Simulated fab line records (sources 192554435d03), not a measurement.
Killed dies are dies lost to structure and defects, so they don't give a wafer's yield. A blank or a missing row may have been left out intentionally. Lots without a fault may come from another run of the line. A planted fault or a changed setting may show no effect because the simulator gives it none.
A struck lot beside a sound one -- flow n5_finfet -- 16 steps out of a route of 1938
Sound: the wafers L412.3, L412.4, L412.5. Struck: wafer L420.6 (L420.4, L420.5, from the same lot, were not struck and are left out); the cause is given at the end.
For every step that has rows: the tool of each side, followed by ch and its chambers, followed by its first start. Under that, the readings that differ: sound wafers -- struck wafers -- difference of the means -- sigmas: that difference in standard deviations of wafers without a fault.
alike: words and numbers the same on both sides, and readings whose means are apart by under 2 such deviations; not compared: readings that were withheld, readings missing a value for some wafer, numbers with overlapping values and no deviation given by the record, and bounds like >300 which may hide the same value.
A row with sigmas, a row that says differs or no value, or rows on one side alone: a step with any of these is where the two part. Numbers that don't overlap but have no deviation are shown without sigmas and don't part them. Lack of a reading on every wafer of one side parts them only where that side has two or more wafers.

N5_BEOL_M2_ETCH_41: etches SiCN in CH3F/O2, target depth 29.9 nm, time 52.5 s.
  sound: rie_diel-03 ch 0,2; struck: rie_diel-02 ch 0
reading,sound,struck,difference,sigmas
drypump_motor_current_A (A),5.0 5.7 5.6,6.4,+1.0,+2
  alike: oes_product_au, rf_vpp_V, showerhead_plenum_p_Torr, throttle_valve_pct
  not compared: rf_hours_counter_h
N5_BEOL_M2_STRIP_97: strips in N2/H2, time 10 s.
  sound: rie_diel-03 ch 0,2; struck: rie_diel-02 ch 0
reading,sound,struck,difference,sigmas
drypump_motor_current_A (A),5.1 5.7 5.7,6.4,+0.9,+2
rf_vpp_V (V),60.7 60.2 59.9,57.1,-3.2,-3
  alike: n2_flow_sccm, oes_product_au, showerhead_plenum_p_Torr, throttle_valve_pct
  not compared: rf_hours_counter_h
N5_BEOL_M2_OCD_MEAS_38:
  sound on ocd-01, day 8 00:06; struck on ocd-01, day 12 09:07
  alike: trench_depth_nm
then, 4 steps without rows for these wafers: N5_BEOL_M2_HM_STRIP_39 (strips TiN in peroxide tin strip, target depth 25 nm, time 158 s); N5_BEOL_M2_SRD_40 (time 30 s); N5_BEOL_M2_PRECLEAN_42 (cleans in residue remover, time 60 s); N5_BEOL_M2_SRD_43 (time 30 s).
N5_BEOL_M2_CD_MEAS_35: target cd 18 nm, target cd y 22.2 nm.
  sound on cd_sem-02, day 8 00:15; struck on cd_sem-01, day 12 09:16
  alike: cd_nm
then, 2 steps without rows for these wafers: N5_BEOL_M2_DEGAS_44 (time 60 s); N5_BEOL_M2_PRE_CLEAN_45 (time 30 s).
N5_BEOL_M2_ALD_84: deposits TaN, pulse time 2 s, purge time 3 s, co reactant purge time 2 s.
  sound on ald_metal-04 ch 1,3, day 8 00:34; struck on ald_metal-02 ch 0, day 12 09:45
  alike: heater_power_w, precursor_vessel_carrier_sccm
  not compared: since_wet_clean_h
N5_BEOL_M2_SURFACE_TREAT_85:
  sound on pvd_sputter-01, day 8 00:53; struck on pvd_sputter-03, day 12 11:08
  not compared: throttle_valve_pct
N5_BEOL_M2_CVD_47: deposits Co from CCTBA/H2, target thk 3 nm, time 223.8 s.
  sound on cvd_co-01 ch 0,1,2, day 8 00:58; struck on cvd_co-01 ch 1, day 12 11:17
reading,sound,struck,difference,sigmas
run_length_s (s),246.1 246.4 247.1,251.1,+4.6,+15
  not compared: since_wet_clean_h
N5_BEOL_M2_SPUTTER_48: material Cu, target thk 4.5 nm, time 8.29 s.
  sound on pvd_sputter-01, day 8 01:08; struck on pvd_sputter-03, day 12 11:27
  alike: throttle_valve_pct
N5_BEOL_M4_RC_MEAS_101:
  sound on prober-01 ch 0, day 9 00:59; struck on prober-02 ch 0, day 14 08:31
  alike: DIBL_N, DIBL_P, IOFF_N, IOFF_P, ION_N, ION_P, SS_N, SS_P, VT_N, VT_P
N5_PASSIVATION_PROBE_49:
  rows exist in the record for the sound wafers here (prober-02, day 12 08:44), none for the struck ones

WHERE THEY PART
Earliest at N5_BEOL_M2_ETCH_41; latest, in this record, at N5_PASSIVATION_PROBE_49.

WHY: what had been put in by the simulator
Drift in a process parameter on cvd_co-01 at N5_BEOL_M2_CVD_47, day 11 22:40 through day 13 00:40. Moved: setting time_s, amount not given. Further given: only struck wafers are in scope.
